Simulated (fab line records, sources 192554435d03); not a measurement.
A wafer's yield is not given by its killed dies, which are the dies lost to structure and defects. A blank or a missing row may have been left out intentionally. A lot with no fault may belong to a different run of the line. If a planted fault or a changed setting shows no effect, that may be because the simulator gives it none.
Chamber matching | flow n5 finfet | rie diel-03 running N5_WELL_APT_DESCUM_30: 4 sister chambers
The step chemistry O2, time 7.9 s. 8 wafers are shown with their chamber, then 9 later ones without.

== WAFERS, EACH WITH ITS CHAMBER ==
wafer  | chamber | drypump motor current A (A) | showerhead plenum p Torr (Torr)
L081.1 | 1       | 5.7                         | 2.16
L081.4 | 1       | 5.7                         | 2.16
L082.4 | 2       | 5.7                         | 1.97
L086.5 | 3       | 6.6                         | 2.21
L086.6 | 0       | 5.3                         | 2.03
L090.1 | 3       | 6.6                         | 2.21
L090.3 | 0       | 5.4                         | 2.02
L090.4 | 2       | 5.7                         | 1.97

== WAFERS WHOSE CHAMBER IS MISSING ==
wafer  | drypump motor current A (A) | showerhead plenum p Torr (Torr)
L092.1 | 5.7                         | 1.96
L092.4 | 5.7                         | 1.96
L092.6 | 6.6                         | 2.21
L093.1 | 5.7                         | 2.15
L093.2 | 6.6                         | 2.21
L093.4 | 5.7                         | 2.15
L097.2 | 5.7                         | 2.14
L097.3 | 5.4                         | 2.02
L097.5 | 5.3                         | 2.02

== CHAMBER TAKEN BY EACH ==
wafer  | from the rows above | in truth
L092.1 | 2                   | 2
L092.4 | 2                   | 2
L092.6 | 3                   | 3
L093.1 | 1                   | 1
L093.2 | 3                   | 3
L093.4 | 1                   | 1
L097.2 | 1                   | 1
L097.3 | 0                   | 0
L097.5 | 0                   | 0
Placed correctly: 9 of 9. Not placeable from these rows: 0. Number placed wrongly: 0.
How it was worked out, from the rows above alone: a wafer's distance from a chamber is the root of the sum, over the readings, of the square of ((its reading less the chamber's mean) divided by the reading's scatter). If the next closest chamber is less than 2 further off than the closest, the wafer can't be placed; otherwise it belongs to the closest. For every chamber, the mean is computed from those of its wafers that are shown. The scatter is the square root of a quotient: the sum, over the shown wafers, of each reading's squared deviation from its chamber's mean, divided by wafers minus chambers.
